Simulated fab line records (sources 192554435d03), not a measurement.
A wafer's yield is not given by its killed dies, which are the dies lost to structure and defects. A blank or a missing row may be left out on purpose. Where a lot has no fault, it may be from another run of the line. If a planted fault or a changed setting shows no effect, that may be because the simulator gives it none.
fab line records | flow n5-finfet
[record] lots = 6 wafers = 18 last-day = 16
route steps=1938 shown BEOL_M6@1203
lots that met no fault: from a run of the same line without faults
start-h: the number of hours between the record's first day and the start of the first shown wafer of the lot | wait-h: hours from the lot's prior step to this one | " unchanged from the row above | L1.1+2: a single row standing in for several wafers | - value missing, or start not given | * or withheld: withheld | < > ~ a bound
route shown NAME@n: names a module that has steps shown in the file, with the first one's number in the route | usual: average and standard deviation across the fault-free wafers | same: alike in all rows | chamber/n: place in a boat | sites: per-site readings | _std_site: how widely they spread, as a standard deviation | _edge_site: inner sites' mean taken away from outer sites' mean | radius-mm: how far each site lies from the wafer's centre | mask NAME#n: copy n | behind: the tool/chamber that last shaped the wafer | hold: the reason the lot was held/the length of the hold in hours/how it ended | device: the n, p or np transistor that did not switch | end of line: the same wafers' tests at the end of the route | a step with no rows: only its recipe | killed: the dies lost at the first sort to structure and to defects; this is not the yield of the wafer | map: shows each die of a wafer: x if killed, . if not, _ if none is there
set.NAME: the setting the step ran with; set.NAME@STEP: the setting that earlier step ran with | model.NAME: the simulator's own value behind a step, which no gauge read
lots at some steps of the route; a table a step, a row a wafer
services: the hour from which a tool's chamber was out of use, counted from the record's first day as start-h (under 0 if before that day), plus the number of hours and why
[[steps]]
[step N5_BEOL_M6_SOFTBAKE_06]
[recipe] temp-c = 110 time-s = 60 resist = CAR-ArF
[step N5_BEOL_M6_EXPOSE_08]
[recipe] mask-id = M6 na = 1.35 source-shape = dipole sigma-inner = 0.817 sigma-outer = 0.97 polarization = te dose-mj = 68.25
[step N5_BEOL_M6_PEB_09]
[recipe] peb-temp-c = withheld peb-time-s = 60 resist = CAR-ArF
[step N5_BEOL_M6_DEVELOP_10]
[recipe] develop-time-s = 30 developer = TMAH resist = CAR-ArF rinse-liquid = diw dry = air-spin dev-temp-c = 23
[step N5_BEOL_M6_CD_MEAS_11]
[recipe] target-cd-nm = 38.5 landing-energy-ev = 500 detector = se-inlens polarity = opening
[usual] cd-nm = 38.6/0.4
// columns lot.wafer tool chamber start-h wait-h cd-nm
L787.2 cd-sem-01 0 170.16 - 38.7
L787.4 " 0 " " 38.8
L787.6 " 0 " " 39.2
L791.4 cd-sem-01 0 203.75 - 38.3
L791.5 " 0 " " 38.8
L791.6 " 0 " " 38.5
L792.1 cd-sem-01 0 221.94 - 39.6
L792.4 " 0 " " 38.4
L792.6 " 0 " " 38.7
L796.2 cd-sem-02 0 247.39 - 38.4
L796.4 " 0 " " 38.3
L796.6 " 0 " " 38.3
L803.4 cd-sem-01 0 282.45 - 38.5
L803.5 " 0 " " 38.8
L803.6 " 0 " " 38.7
L806.3 cd-sem-01 0 302.25 - 38.3
L806.4 " 0 " " 38.3
L806.6 " 0 " " 38.1
[step N5_BEOL_M6_OVL_MEAS_12]
[recipe] points-per-wafer = 44
[usual] M6_OVL = 0.2/0.81
// columns lot.wafer tool chamber start-h wait-h M6_OVL[nm]
L787.2 overlay-01 0 170.19 0.0 0.3
L787.4 " 0 " " 1.2
L787.6 " 0 " " 0.9
L791.4 overlay-01 0 203.77 0.0 -0.4
L791.5 " 0 " " -0.5
L791.6 " 0 " " 0.0
L792.1 overlay-01 0 221.97 0.0 0.8
L792.4 " 0 " " -0.6
L792.6 " 0 " " 0.6
L796.2 overlay-01 0 247.42 0.0 0.3
L796.4 " 0 " " -0.8
L796.6 " 0 " " 0.3
L803.4 overlay-01 0 282.48 0.0 1.8
L803.5 " 0 " " 0.1
L803.6 " 0 " " 2.1
L806.3 overlay-01 0 302.28 0.0 0.3
L806.4 " 0 " " 0.6
L806.6 " 0 " " 0.4
[step N5_BEOL_M6_INSPECT_13]
[recipe] mode = adi inspect-instrument = brightfield
[usual] raw-defect-count = 416/96
// columns lot.wafer tool chamber start-h wait-h raw-defect-count
L787.2 defect-inspect-01 - 170.22 0.0 377
L787.4 " - " " 308
L787.6 " - " " 476
L791.4 defect-inspect-01 - 203.80 0.0 308
L791.5 " - " " 312
L791.6 " - " " 357
L792.1 defect-inspect-02 - 222.00 0.0 375
L792.4 " - " " 321
L792.6 " - " " 361
L796.2 defect-inspect-02 - 247.44 0.0 390
L796.4 " - " " 387
L796.6 " - " " 465
L803.4 defect-inspect-01 - 282.50 0.0 197
L803.5 " - " " 400
L803.6 " - " " 271
L806.3 defect-inspect-02 - 302.30 0.0 412
L806.4 " - " " 465
L806.6 " - " " 316
[step N5_BEOL_M6_DESCUM_16]
[recipe] chemistry = O2 time-s = 7.9 source-power-w = 50 bias-power-w = 20 pressure-mtorr = 20 rf-frequency-hz = 2.712e+07 temp-c = 40 resist = CAR-ArF o2-flow-sccm = 225
[usual] drypump-motor-current-A = 5.9/0.4 oes-product-au = 0.78/0.095 rf-vpp-V = 243.3/1.2 showerhead-plenum-p-Torr = 2.09/0.051 temp-c = 40.00/0.11 throttle-valve-pct = 20.48/0.2
// columns lot.wafer tool chamber start-h wait-h drypump-motor-current-A oes-product-au rf-hours-counter-h rf-vpp-V showerhead-plenum-p-Torr temp-c throttle-valve-pct
L787.2 rie-diel-03 0 170.49 0.3 5.5 0.68 221 243.7 2.15 39.86 20.37
L787.4 " 3 " " 6.1 0.70 231 241.3 2.06 40.05 20.50
L787.6 " 1 " " 6.0 0.68 - 242.8 2.06 39.94 20.75
L791.4 rie-diel-03 3 203.83 0.0 6.1 0.68 247 242.5 2.05 40.05 20.49
L791.5 " 0 " " 5.5 0.68 - 245.2 2.15 39.96 20.42
L791.6 " 3 " " 6.1 0.69 - 243.4 2.05 40.02 20.49
L792.1 rie-diel-03 0 222.03 0.0 5.5 0.68 243 242.4 2.14 39.94 20.40
L792.4 " 2 " " 5.8 0.70 - 244.2 2.07 39.80 20.62
L792.6 " 0 " " 5.5 0.68 - 244.9 2.14 40.05 20.41
L796.2 rie-diel-04 1 247.47 0.0 5.7 0.75 165 244.3 2.17 39.97 20.66
L796.4 " 1 " " 5.7 0.75 - 244.0 2.17 39.85 20.67
L796.6 " 3 " " 6.1 0.91 - 243.4 2.05 40.17 20.20
L803.4 rie-diel-03 0 282.55 0.0 5.5 0.96 11 243.3 2.14 40.21 20.04
L803.5 " 2 " " 5.8 0.68 - 243.1 2.07 40.18 20.67
L803.6 " 3 " " 6.1 0.93 - 241.8 2.04 39.82 20.14
L806.3 rie-diel-04 3 302.60 0.3 6.1 0.87 43 240.6 2.04 40.03 20.21
L806.4 " 2 " " 5.1 0.69 236 242.5 2.05 39.97 20.72
L806.6 " 2 " " 5.1 0.70 - 242.3 2.05 39.98 20.72
[step N5_BEOL_M6_ETCH_61]
[recipe] chemistry = CF4 target = SiARC target-depth-a = 455 mask-material = CAR-ArF time-s = 75.8 ion-energy-ev = 80 pressure-mtorr = 40 source-w = 545 bias-w = 36 Ar_flow_sccm = 100 cf4-flow-sccm = 100 ends = cleared
[usual] drypump-motor-current-A = 5.9/0.4 etch-rf-on-time-s = 76.0/1.1 oes-product-au = 0.67/0.082 rf-vpp-V = 184.1/0.97 showerhead-plenum-p-Torr = 2.15/0.05 throttle-valve-pct = 15.69/0.23
// columns lot.wafer tool chamber start-h wait-h drypump-motor-current-A etch-rf-on-time-s oes-product-au rf-hours-counter-h rf-vpp-V showerhead-plenum-p-Torr throttle-valve-pct
L787.2 rie-diel-03 0 170.53 0.0 5.5 77.8 0.59 221 184.2 2.20 15.64
L787.4 " 3 " " 6.2 77.2 0.60 231 183.1 2.11 15.75
L787.6 " 1 " " 6.0 77.4 0.57 - 183.8 2.11 15.99
L791.4 rie-diel-03 3 203.87 0.0 6.1 76.2 0.58 247 183.7 2.11 15.79
L791.5 " 0 " " 5.5 75.0 0.58 - 184.7 2.20 15.65
L791.6 " 3 " " 6.2 76.1 0.59 - 183.3 2.11 15.77
L792.1 rie-diel-03 0 222.07 0.0 5.5 76.2 0.58 243 184.3 2.19 15.67
L792.4 " 2 " " 5.8 78.6 0.59 - 185.4 2.12 15.82
L792.6 " 0 " " 5.5 76.2 0.57 - 185.0 2.19 15.67
L796.2 rie-diel-04 1 247.51 0.0 5.7 77.0 0.64 165 184.7 2.22 15.90
L796.4 " 1 " " 5.7 76.2 0.64 - 184.0 2.22 15.91
L796.6 " 3 " " 6.1 75.5 0.78 - 184.1 2.10 15.33
L803.4 rie-diel-03 0 282.58 0.0 5.5 74.3 0.83 11 183.0 2.19 15.21
L803.5 " 2 " " 5.8 77.7 0.58 - 184.2 2.11 15.84
L803.6 " 3 " " 6.1 74.2 0.80 - 185.1 2.10 15.33
L806.3 rie-diel-04 3 302.63 0.0 6.0 74.5 0.74 43 183.1 2.10 15.37
L806.4 " 2 " " 5.1 75.4 0.60 236 184.9 2.11 16.00
L806.6 " 2 " " 5.1 75.3 0.59 - 181.8 2.11 15.99
[step N5_BEOL_M6_ETCH_62]
[recipe] chemistry = N2/H2 target = SOC target-depth-a = 1100 overetch-a = 220 mask-material = SiARC temp-c = 40 time-s = 165 ion-energy-ev = 200 pressure-mtorr = 30 source-w = 840 bias-w = 150 n2-flow-sccm = 200 h2-flow-sccm = 200
[usual] drypump-motor-current-A = 5.9/0.4 oes-product-au = 0.66/0.077 rf-vpp-V = 524.0/1.8 showerhead-plenum-p-Torr = 2.55/0.063 temp-c = 40.01/0.11 throttle-valve-pct = 17.94/0.21
// columns lot.wafer tool chamber start-h wait-h drypump-motor-current-A oes-product-au rf-hours-counter-h rf-vpp-V showerhead-plenum-p-Torr temp-c throttle-valve-pct
L787.2 rie-diel-03 0 170.58 0.0 5.5 0.59 221 527.2 2.62 40.04 17.83
L787.4 " 3 " " 6.1 0.60 231 522.7 2.51 40.11 17.91
L787.6 " 1 " " 6.0 0.59 - 521.3 2.50 40.02 18.27
L791.4 rie-diel-03 3 203.92 0.0 6.2 0.59 247 523.9 2.50 39.98 17.94
L791.5 " 0 " " 5.5 0.58 - 525.2 2.62 39.86 17.88
L791.6 " 3 " " 6.1 0.59 - 521.9 2.50 39.93 17.94
L792.1 rie-diel-03 0 222.12 0.0 5.5 0.58 243 524.1 2.61 39.94 17.87
L792.4 " 2 " " 5.8 0.60 - 524.0 2.53 39.90 18.01
L792.6 " 0 " " 5.5 0.58 - 525.7 2.62 40.10 17.86
L796.2 rie-diel-04 1 247.56 0.0 5.7 0.64 165 525.5 2.65 40.06 18.21
L796.4 " 1 " " 5.7 0.64 - 526.6 2.65 40.06 18.20
L796.6 " 3 " " 6.1 0.75 - 522.6 2.49 40.01 17.65
L803.4 rie-diel-03 0 282.64 0.0 5.5 0.82 11 525.9 2.61 39.82 17.43
L803.5 " 2 " " 5.8 0.59 - 522.5 2.52 40.02 18.06
L803.6 " 3 " " 6.2 0.79 - 523.8 2.49 39.97 17.54
L806.3 rie-diel-04 3 302.69 0.0 6.1 0.72 43 522.1 2.48 40.01 17.69
L806.4 " 2 " " 5.2 0.59 236 523.4 2.50 40.07 18.16
L806.6 " 2 " " 5.1 0.59 - 521.8 2.50 40.04 18.16
[step N5_BEOL_M6_STRIP_68]
[recipe] chemistry = N2/H2 temp-c = 40 n2-flow-sccm = 200 h2-flow-sccm = 200 rf-frequency-hz = 6e+07
[step N5_BEOL_M6_STRIP_67]
[recipe] chemistry = CF4 resist = SiARC power-w = 300 bias-power-w = 75 pressure-mtorr = 50 cf4-flow-sccm = 150 rf-frequency-hz = 6e+07
[usual] drypump-motor-current-A = 5.9/0.4 oes-product-au = 0.78/0.091 rf-vpp-V = 271.3/1.3 showerhead-plenum-p-Torr = 1.80/0.042 throttle-valve-pct = 13.67/0.25
// columns lot.wafer tool chamber start-h wait-h drypump-motor-current-A oes-product-au rf-hours-counter-h rf-vpp-V showerhead-plenum-p-Torr throttle-valve-pct
L787.2 rie-diel-03 0 170.73 0.0 5.5 0.69 221 272.3 1.84 13.63
L787.4 " 3 " " 6.2 0.71 231 271.5 1.77 13.77
L787.6 " 1 " " 6.0 0.69 - 270.3 1.77 14.00
L791.4 rie-diel-03 3 204.07 0.0 6.2 0.70 247 271.4 1.77 13.81
L791.5 " 0 " " 5.5 0.69 - 271.8 1.84 13.68
L791.6 " 3 " " 6.2 0.69 - 269.9 1.77 13.80
L792.1 rie-diel-03 0 222.27 0.0 5.5 0.68 243 271.3 1.84 13.70
L792.4 " 2 " " 5.8 0.70 - 270.6 1.78 13.82
L792.6 " 0 " " 5.5 0.68 - 272.6 1.84 13.70
L796.2 rie-diel-04 1 247.71 0.0 5.7 0.76 165 273.2 1.86 13.91
L796.4 " 1 " " 5.7 0.75 - 270.8 1.86 13.90
L796.6 " 3 " " 6.1 0.89 - 270.7 1.76 13.29
L803.4 rie-diel-03 0 282.78 0.0 5.5 0.95 11 273.2 1.83 13.17
L803.5 " 2 " " 5.8 0.69 - 270.5 1.77 13.88
L803.6 " 3 " " 6.1 0.93 - 271.2 1.76 13.30
L806.3 rie-diel-04 3 302.83 0.0 6.0 0.86 43 271.2 1.76 13.34
L806.4 " 2 " " 5.1 0.69 236 270.3 1.77 13.98
L806.6 " 2 " " 5.2 0.69 - 270.3 1.77 13.96
[step N5_BEOL_M6_HM_OPEN_17]
[recipe] chemistry = Cl2/BCl3 target-depth-a = 200 overetch-a = 60 target = TiN mask-material = SOC ion-energy-ev = 150 pressure-mtorr = 10 icp-w = 1000 bias-w = 126 Cl2_flow_sccm = 53.25 bcl3-flow-sccm = 21.75 Ar_flow_sccm = 25
[usual] drypump-motor-current-A = 5.9/0.41 mfc-cl2-sccm = 53.25/0.14 oes-product-au = 0.67/0.082 throttle-valve-pct = 22.05/0.16
// columns lot.wafer tool chamber start-h wait-h drypump-motor-current-A mfc-cl2-sccm oes-product-au rf-hours-counter-h throttle-valve-pct model.SOC_of_BEOL_M6_COAT_59.thk-nm
L787.2 rie-metal-03 0 170.77 0.0 6.5 53.37 0.72 20 21.99 91.8
L787.4 " 1 " " 6.0 53.17 0.80 - 21.91 91.8
L787.6 " 0 " " 6.5 53.14 0.72 - 21.98 91.6
L791.4 rie-metal-02 1 204.14 0.1 6.3 53.04 0.73 - 21.99 91.8
L791.5 " 1 " " 6.3 53.40 0.73 - 21.99 92
L791.6 " 0 " " 5.7 53.42 0.59 - 22.25 92.2
L792.1 rie-metal-02 1 222.31 0.0 6.3 53.17 0.73 21 21.98 92.2
L792.4 " 0 " " 5.7 53.27 0.59 - 22.25 90.8
L792.6 " 1 " " 6.2 53.33 0.73 - 22.01 92.6
L796.2 rie-metal-02 0 247.75 0.0 5.8 53.20 0.59 86 22.26 91
L796.4 " 0 " " 5.7 53.19 0.60 - 22.25 91
L796.6 " 0 " " 5.7 53.07 0.59 - 22.27 90.6
L803.4 rie-metal-03 1 282.85 0.1 6.0 53.11 0.73 - 21.94 92.6
L803.5 " 1 " " 6.0 53.05 0.74 - 21.93 92.8
L803.6 " 0 " " 6.5 53.24 0.68 - 22.03 92.6
L806.3 rie-metal-03 1 302.90 0.1 5.9 53.43 0.73 - 21.93 91.8
L806.4 " 0 " " 6.5 53.39 0.68 - 22.03 91.8
L806.6 " 1 " " 6.0 53.33 0.72 - 21.94 91.8
[step N5_BEOL_M6_STRIP_19]
[recipe] chemistry = O2 power-w = 400 temp-c = 40 pressure-mtorr = 30 rf-frequency-hz = 6e+07 bias-power-w = 0 overash-fraction = 0.2 o2-flow-sccm = 225
[usual] drypump-motor-current-A = 5.9/0.43 oes-product-au = 0.79/0.099 rf-vpp-V = 3.6/0.57 showerhead-plenum-p-Torr = 2.10/0.053 temp-c = 39.99/0.12 throttle-valve-pct = 16.71/0.23
// columns lot.wafer tool chamber start-h wait-h drypump-motor-current-A oes-product-au rf-hours-counter-h rf-vpp-V showerhead-plenum-p-Torr temp-c throttle-valve-pct
L787.2 rie-diel-04 1 170.99 0.2 5.7 0.77 136 3.5 2.18 39.98 16.87
L787.4 " 2 " " 5.1 0.73 - 3.6 2.07 39.87 16.93
L787.6 " 1 " " 5.7 0.78 - 3.4 2.18 39.96 16.86
L791.4 rie-diel-03 2 204.22 0.1 5.8 0.70 193 3.3 2.08 40.07 16.88
L791.5 " 3 " " 6.1 0.69 - 3.7 2.06 39.97 16.80
L791.6 " 2 " " 5.8 0.70 - 3.4 2.08 40.14 16.86
L792.1 rie-diel-04 3 222.42 0.1 6.1 0.93 13 3.7 2.06 40.05 16.36
L792.4 " 0 " " 5.4 0.69 242 4.3 2.07 40.01 16.74
L792.6 " 3 " " 6.0 0.93 - 4.2 2.06 40.00 16.36
L796.2 rie-diel-01 1 247.86 0.1 6.6 0.70 218 4.7 2.06 40.08 16.90
L796.4 " 3 " " 6.1 0.83 80 3.5 2.12 40.10 16.80
L796.6 " 2 " " 5.9 0.73 - 4.4 2.09 39.95 16.55
L803.4 rie-diel-01 0 282.95 0.1 6.5 0.83 69 4.3 2.21 39.89 16.75
L803.5 " 1 " " 6.6 0.70 - 3.8 2.05 39.97 16.94
L803.6 " 0 " " 6.5 0.82 - 4.2 2.21 39.91 16.74
L806.3 rie-diel-03 0 303.01 0.1 5.5 0.95 17 3.5 2.14 40.15 16.27
L806.4 " 2 " " 5.8 0.68 230 3.7 2.07 39.92 16.98
L806.6 " 2 " " 5.8 0.67 - 3.6 2.07 40.04 16.93
[[services]]
// columns tool chamber start-h hours kind
rie-diel-03 0 155.80 6.7 repair
rie-diel-04 3 168.49 - clean
rie-diel-04 3 168.49 - consumable-replace:focus-ring
rie-diel-04 3 168.49 13.4 scheduled-down
rie-diel-03 1 180.59 - clean
rie-diel-03 1 180.59 - consumable-replace:focus-ring
rie-diel-03 1 180.59 22.5 scheduled-down
rie-diel-03 1 180.59 22.5 vent-cycle
rie-metal-03 0 184.21 10.9 repair
rie-metal-02 - 190.48 2.7 repair
rie-diel-03 3 213.59 - clean
rie-diel-03 3 213.59 - consumable-replace:focus-ring
rie-diel-03 3 213.59 18.4 scheduled-down
rie-diel-03 3 213.59 18.4 vent-cycle
rie-metal-02 - 227.80 2.8 pm
rie-diel-01 1 228.63 16.2 repair
rie-diel-03 - 239.55 1.0 repair
rie-diel-03 0 242.02 - clean
rie-diel-03 0 242.02 - consumable-replace:focus-ring
rie-diel-03 0 242.02 17.0 scheduled-down
rie-diel-03 0 242.02 17.0 vent-cycle
rie-metal-03 - 257.92 0.4 repair
rie-diel-03 1 261.09 19.7 repair
rie-metal-02 1 287.03 22.4 repair
[[key]]
first-sign none at tools or gauges
[model-effect] step = N5_BEOL_M6_HM_OPEN_17 value = SOC_of_BEOL_M6_COAT_59.thk-nm without = 92.3 struck = 90.85
met-at N5_BEOL_M6_HM_OPEN_17
struck-wafers L792.4,L796.2,L796.4,L796.6
onset-between 204.14 222.31
[fault] kind = process-parameter-drift tool = rie-metal-02 chamber = 0 onset-h = 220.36 steps = N5_BEOL_M6_HM_OPEN_17 channel = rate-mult offset = 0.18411 shape = step end-h = 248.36
